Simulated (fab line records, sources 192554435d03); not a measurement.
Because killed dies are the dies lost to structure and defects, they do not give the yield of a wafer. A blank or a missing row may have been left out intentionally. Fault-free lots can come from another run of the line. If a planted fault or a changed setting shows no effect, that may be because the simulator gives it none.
A lot that was struck, set against a sound lot | flow n5 finfet | 23 out of 1938 route steps
Sound: wafers L216.1, L216.5, L216.6. Struck: wafer L199.2 (left out: L199.1, L199.6 of the same lot, which were not struck); the cause appears at the end.
Order at every step that has rows: each side's tool, ch and its chambers, its first start. Under that, the readings that differ: sound wafers | struck wafers | difference of the means | sigmas: that difference in standard deviations of wafers without a fault.
alike: readings with means less than 2 such deviations apart, plus words and numbers identical on both sides. not compared: withheld readings, readings lacking a value on some wafer, bounds such as >300 that could conceal the same value, and numbers that have no deviation in the record and whose values overlap.
The two part at a step that has a row with sigmas, a row that says differs or no value, or rows on one side only. Numbers that have no deviation but don't overlap get no sigmas and don't part them. Lack of a reading on every wafer of one side parts them only where that side has two or more wafers.

first, 8 steps without rows for these wafers: N5_BEOL_M1_ECD_50 (material Cu, target thk 300 nm); N5_BEOL_M1_ANNEAL_51 (time 90 s); N5_BEOL_M1_CMP_52 (polishes, stops on SiOC, t overpolish 6.8 s, target thk 40 nm); N5_BEOL_M1_PRE_CLEAN_60 (time 15 s); N5_BEOL_M1_CO_CAP_55 (material Co, precursor CCTBA/H2, target thk 2 nm, time 102.1 s); N5_BEOL_M1_PRE_CLEAN_56 (time 15 s); N5_BEOL_M1_DEP_57 (deposits SiCN from 3MS/NH3, target thk 8 nm, time 14 s); N5_BEOL_M2_ILD_DEP_00 (deposits SiOC from DEMS/O2, target thk 79 nm, time 15.3 s).
N5_BEOL_M2_PECVD_72: deposits SiO2 from TEOS/O2, target thk 16 nm, time 18 s.
  sound on pecvd-02 ch 0,1,2, day 11 01:13; struck on pecvd-04 ch 2, day 6 22:43
  alike: heater power w, showerhead plenum p Torr, throttle valve pct
then, 10 steps without rows for these wafers: N5_BEOL_M2_HM_DEP_02 (deposits TiN, target thk 20 nm); N5_BEOL_M2_COAT_61 (time 60 s, resist thk 60 nm); N5_BEOL_M2_COAT_62 (time 60 s, resist thk 12 nm); N5_BEOL_M2_COAT_73 (time 60 s, resist thk 5 nm); N5_BEOL_M2_COAT_05 (resist thk 30 nm); N5_BEOL_M2_EBR_07; N5_BEOL_M2_SOFTBAKE_06 (time 60 s); N5_BEOL_M2_EXPOSE_08 (exposes mask M2); N5_BEOL_M2_PEB_09 (peb time 60 s); N5_BEOL_M2_DEVELOP_10 (develop time 30 s).
N5_BEOL_M2_INSPECT_13: inspects for defects (brightfield).
  sound: defect inspect-02 at day 11 03:05; struck: defect inspect-01 at day 6 23:59
  reading          | sound       | struck | difference | sigmas
  raw defect count | 310 375 385 | 1896   | +1539      | +19
then, 1 step without rows for these wafers: N5_BEOL_M2_DESCUM_16 (chemistry O2, time 7 s).
N5_BEOL_M4_RC_MEAS_101:
  sound on prober-01 ch 0, day 12 16:29; struck on prober-01 ch 0, day 8 15:06
  alike: DIBL_N, DIBL_P, IOFF_N, IOFF_P, ION_N, ION_P, SS_N, SS_P, VT_N, VT_P
-- a jump in the record: the struck wafers' starts before and after are 4 days apart (it breaks off in module BEOL_M4 and resumes in module PASSIVATION, where the first step shown is number 1936 of the route) --
N5_PASSIVATION_PROBE_49:
  sound: prober-01 at day 16 20:52; struck: prober-02 at day 13 01:37
  reading                  | sound          | struck | difference | sigmas
  defect limited yield (%) | 90.5 89.7 91.5 | 81.1   | -9.5       | -6
  killed_at_M0_to_M3       | 39 32 42       | 166    | +128       | +14
  killed at contacts       | 15 23 26       | 9      | -12        | -2
  killed dies              | 112 121 100    | 223    | +112       | +7
  killed on rim            | 9 15 9         | 27     | +16        | +4
  sort_bin_5_function (%)  | 5.2 5.5 4.9    | 9.8    | +4.6       | +5
  sort n pass              | 1068 1059 1080 | 957    | -112       | -7
  sort yield pct (%)       | 90.5 89.7 91.5 | 81.1   | -9.5       | -6
  alike: killed_at_M4_up, killed at front end, killed at other, killed open, killed short, sort_bin_6_memory, sort_bin_8_speed

WHERE THEY PART
Last at N5_PASSIVATION_PROBE_49 as far as this record goes, first at N5_BEOL_M2_INSPECT_13.

WHY: whatever the simulator had introduced
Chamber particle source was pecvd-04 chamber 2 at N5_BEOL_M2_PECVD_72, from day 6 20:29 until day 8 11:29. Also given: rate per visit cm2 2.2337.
